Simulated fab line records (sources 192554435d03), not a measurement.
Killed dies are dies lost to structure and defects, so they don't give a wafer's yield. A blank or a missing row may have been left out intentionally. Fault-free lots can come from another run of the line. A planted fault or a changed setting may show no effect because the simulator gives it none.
Matching of chambers :: flow n5Finfet :: rieDiel-01 running N5_BEOL_M12_ETCH_38: 4 sister chambers
The step etches SiCN in CF4/N2, target depth 68.7 nm, time 73.4 s. 16 wafers are shown with their chamber, then 8 later ones without.

== WAFERS PAIRED WITH THEIR CHAMBERS ==
wafer: L074.1
chamber: 1
drypumpMotorCurrentA (A): 5.8
showerheadPlenumPTorr (Torr): 2.36
throttleValvePct (%): 15.00

wafer: L074.3
chamber: 3
drypumpMotorCurrentA (A): 6.6
showerheadPlenumPTorr (Torr): 2.25
throttleValvePct (%): 15.12

wafer: L074.6
chamber: 0
drypumpMotorCurrentA (A): 6.3
showerheadPlenumPTorr (Torr): 2.29
throttleValvePct (%): 15.34

wafer: L076.1
chamber: 2
drypumpMotorCurrentA (A): 5.2
showerheadPlenumPTorr (Torr): 2.33
throttleValvePct (%): 15.31

wafer: L076.3
chamber: 1
drypumpMotorCurrentA (A): 5.7
showerheadPlenumPTorr (Torr): 2.36
throttleValvePct (%): 15.01

wafer: L076.6
chamber: 0
drypumpMotorCurrentA (A): 6.3
showerheadPlenumPTorr (Torr): 2.29
throttleValvePct (%): 15.36

wafer: L079.1
chamber: 1
drypumpMotorCurrentA (A): 5.7
showerheadPlenumPTorr (Torr): 2.36
throttleValvePct (%): 15.01

wafer: L079.3
chamber: 2
drypumpMotorCurrentA (A): 5.2
showerheadPlenumPTorr (Torr): 2.32
throttleValvePct (%): 15.30

wafer: L079.4
chamber: 3
drypumpMotorCurrentA (A): 6.5
showerheadPlenumPTorr (Torr): 2.25
throttleValvePct (%): 15.14

wafer: L083.1
chamber: 0
drypumpMotorCurrentA (A): 6.4
showerheadPlenumPTorr (Torr): 2.29
throttleValvePct (%): 15.40

wafer: L083.5
chamber: 0
drypumpMotorCurrentA (A): 6.4
showerheadPlenumPTorr (Torr): 2.29
throttleValvePct (%): 15.41

wafer: L083.6
chamber: 1
drypumpMotorCurrentA (A): 5.8
showerheadPlenumPTorr (Torr): 2.35
throttleValvePct (%): 15.05

wafer: L085.3
chamber: 3
drypumpMotorCurrentA (A): 6.6
showerheadPlenumPTorr (Torr): 2.24
throttleValvePct (%): 15.18

wafer: L085.5
chamber: 3
drypumpMotorCurrentA (A): 6.6
showerheadPlenumPTorr (Torr): 2.24
throttleValvePct (%): 15.18

wafer: L085.6
chamber: 0
drypumpMotorCurrentA (A): 6.3
showerheadPlenumPTorr (Torr): 2.29
throttleValvePct (%): 15.40

wafer: L091.3
chamber: 1
drypumpMotorCurrentA (A): 5.7
showerheadPlenumPTorr (Torr): 2.34
throttleValvePct (%): 15.08

SIGNATURES, as means of the wafers listed above
reading: drypumpMotorCurrentA
chamber 0: 6.340
chamber 1: 5.740
chamber 2: 5.200
chamber 3: 6.575
scatter within a chamber: 0.0512

reading: showerheadPlenumPTorr
chamber 0: 2.2900
chamber 1: 2.3540
chamber 2: 2.3250
chamber 3: 2.2450
scatter within a chamber: 0.00626

reading: throttleValvePct
chamber 0: 15.3820
chamber 1: 15.0300
chamber 2: 15.3050
chamber 3: 15.1550
scatter within a chamber: 0.0303
Rule: for a wafer and a chamber, the distance is found by dividing, reading by reading, the gap between the wafer's reading and the chamber's mean by the reading's scatter, squaring, summing and taking the root. The wafer belongs to the nearest chamber; if the next one is less than 2 further off, it can't be placed. The scatter is the square root of a quotient: the sum, over the shown wafers, of each reading's squared deviation from its chamber's mean, divided by wafers minus chambers.

== WAFERS WHOSE CHAMBER IS MISSING ==
wafer: L091.4
drypumpMotorCurrentA (A): 5.2
showerheadPlenumPTorr (Torr): 2.32
throttleValvePct (%): 15.37

wafer: L091.6
drypumpMotorCurrentA (A): 5.2
showerheadPlenumPTorr (Torr): 2.32
throttleValvePct (%): 15.36

wafer: L092.3
drypumpMotorCurrentA (A): 5.2
showerheadPlenumPTorr (Torr): 2.31
throttleValvePct (%): 15.38

wafer: L092.4
drypumpMotorCurrentA (A): 5.8
showerheadPlenumPTorr (Torr): 2.34
throttleValvePct (%): 15.10

wafer: L092.6
drypumpMotorCurrentA (A): 5.8
showerheadPlenumPTorr (Torr): 2.34
throttleValvePct (%): 15.10

wafer: L095.2
drypumpMotorCurrentA (A): 6.3
showerheadPlenumPTorr (Torr): 2.28
throttleValvePct (%): 15.47

wafer: L095.4
drypumpMotorCurrentA (A): 5.2
showerheadPlenumPTorr (Torr): 2.31
throttleValvePct (%): 15.41

wafer: L095.6
drypumpMotorCurrentA (A): 6.6
showerheadPlenumPTorr (Torr): 2.23
throttleValvePct (%): 15.23

== CHAMBER TAKEN BY EACH ==
wafer: L091.4
from the rows above: 2
in truth: 2

wafer: L091.6
from the rows above: 2
in truth: 2

wafer: L092.3
from the rows above: 2
in truth: 2

wafer: L092.4
from the rows above: 1
in truth: 1

wafer: L092.6
from the rows above: 1
in truth: 1

wafer: L095.2
from the rows above: 0
in truth: 0

wafer: L095.4
from the rows above: 2
in truth: 2

wafer: L095.6
from the rows above: 3
in truth: 3
Correctly placed: 8 of 8. Not placeable from these rows: 0. Wrongly placed: 0.
